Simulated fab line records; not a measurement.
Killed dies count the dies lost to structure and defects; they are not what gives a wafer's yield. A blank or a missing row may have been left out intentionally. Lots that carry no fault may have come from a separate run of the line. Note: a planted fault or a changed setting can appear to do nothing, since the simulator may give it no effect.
A struck lot beside a sound one + flow n5 finfet + 37 steps out of a route of 1938
Sound: wafers L357.1, L357.4, L357.5. Struck: wafer L340.6 (L340.2, L340.5, from the same lot, were not struck and are left out); the cause is given at the end.
For every step that has rows: the tool of each side, followed by ch and its chambers, followed by its first start. Under that, the readings that differ: sound wafers + struck wafers + difference of the means + sigmas: that difference in standard deviations of wafers without a fault.
alike: readings whose means differ by less than 2 such deviations, and words and numbers that are the same on both sides. not compared: withheld readings, readings that some wafer has no value for, bounds like >300 that may hide the same value, and numbers for which the record gives no deviation and whose values overlap.
A row with sigmas, a row that says differs or no value, or rows on one side alone: a step with any of these is where the two part. Numbers that have no deviation but don't overlap get no sigmas and don't part them. A reading that every wafer of one side lacks parts them only if that side has two wafers or more.

first, 8 steps without rows for these wafers: N5_BEOL_M15_SPUTTER_43 (material TaN, target thk 15 nm, time 24.19 s); N5_BEOL_M15_SPUTTER_44 (material Ta, target thk 15 nm, time 24.19 s); N5_BEOL_M15_SPUTTER_45 (material Cu, target thk 100 nm, time 16.67 s); N5_BEOL_M15_ECD_47 (material Cu, target thk 1860 nm); N5_BEOL_M15_ANNEAL_48 (time 90 s); N5_BEOL_M15_CMP_49 (polishes, stops on SiO2, t overpolish 4.9 s, target thk 850 nm); N5_BEOL_M15_PRE_CLEAN_52 (time 15 s); N5_BEOL_M15_DEP_53 (deposits SiCN from 3MS/NH3, target thk 50 nm, time 17.8 s).
N5_PASSIVATION_PECVD_00: deposits SiO2 from SiH4/N2O, target thk 200 nm, time 11.2 s.
  sound on pecvd-02 ch 0,1, day 17 22:54; struck on pecvd-01 ch 2, day 15 08:26
| reading                                        | sound             | struck | difference | sigmas |
|------------------------------------------------|-------------------|--------|------------|--------|
| model.SiO2_of_PASSIVATION_PECVD_00.thk nm (nm) | 200.2 203.2 200.2 | 209.6  | +8.4       |        |
  alike: chamber pressure Torr, heater power outer w, heater power w, showerhead plenum p Torr, throttle valve pct
then, 26 steps without rows for these wafers: N5_MIM_BOT_DEGAS_01 (time 60 s); N5_MIM_BOT_SPUTTER_00 (material TiN, target thk 35 nm, time 89.7 s); N5_MIM_TOP_ALD_00 (deposits Al2O3, purge time 3 s, co reactant pulse time 3 s); N5_MIM_TOP_ALD_01 (deposits HfO2, target thk 5.6 nm, pulse time 1 s, purge time 3 s); N5_MIM_TOP_ALD_02 (deposits Al2O3, purge time 3 s, co reactant pulse time 3 s); N5_MIM_TOP_DEGAS_04 (time 60 s); N5_MIM_TOP_SPUTTER_03 (material TiN, target thk 35 nm, time 89.7 s); N5_MIM_TOP_LITHO_HMDS_01 (time 60 s); N5_MIM_TOP_LITHO_COAT_02; N5_MIM_TOP_LITHO_EBR_04; N5_MIM_TOP_LITHO_SOFTBAKE_03 (time 90 s); N5_MIM_TOP_LITHO_EXPOSE_05 (exposes mask MIM TOP, target cd 2000 nm); N5_MIM_TOP_LITHO_PEB_06; N5_MIM_TOP_LITHO_DEVELOP_07 (develop time 60 s); N5_MIM_TOP_LITHO_HARDBAKE_09 (time 120 s); N5_MIM_TOP_LITHO_DESCUM_10 (chemistry O2, time 7.9 s); N5_MIM_TOP_ETCH_ETCH_00 (etches TiN in Cl2/BCl3, target depth 38.5 nm); N5_MIM_TOP_ETCH_STRIP_01 (strips in O2); N5_MIM_TOP_ETCH_PECVD_03 (deposits SiNx from SiH4/NH3/N2, target thk 20 nm, time 17.6 s); N5_MIM_BOT_LITHO_HMDS_01 (time 60 s); N5_MIM_BOT_LITHO_COAT_02; N5_MIM_BOT_LITHO_EBR_04; N5_MIM_BOT_LITHO_SOFTBAKE_03 (time 90 s); N5_MIM_BOT_LITHO_EXPOSE_05 (exposes mask MIM BOT); N5_MIM_BOT_LITHO_PEB_06; N5_MIM_BOT_LITHO_DEVELOP_07 (develop time 60 s).
N5_MIM_BOT_ETCH_ETCH_00: etches TiN in Cl2/BCl3, target depth 45.5 nm.
  sound on rie metal-01 ch 0,1, day 18 05:16; struck on rie metal-02 ch 0, day 15 12:16
| reading                                        | sound             | struck | difference | sigmas |
|------------------------------------------------|-------------------|--------|------------|--------|
| model.SiO2_of_PASSIVATION_PECVD_00.thk nm (nm) | 197.6 200.6 197.6 | 207    | +8         |        |
  alike: drypump motor current A, oes product au, throttle valve pct
  not compared: rf hours counter h
N5_PASSIVATION_PROBE_49:
  the record has rows for the struck wafers here (prober-02, day 15 20:49) and none for the sound ones

== WHERE THEY PART ==
Only at N5_PASSIVATION_PROBE_49, within this record.

WHY: what the simulator had put in
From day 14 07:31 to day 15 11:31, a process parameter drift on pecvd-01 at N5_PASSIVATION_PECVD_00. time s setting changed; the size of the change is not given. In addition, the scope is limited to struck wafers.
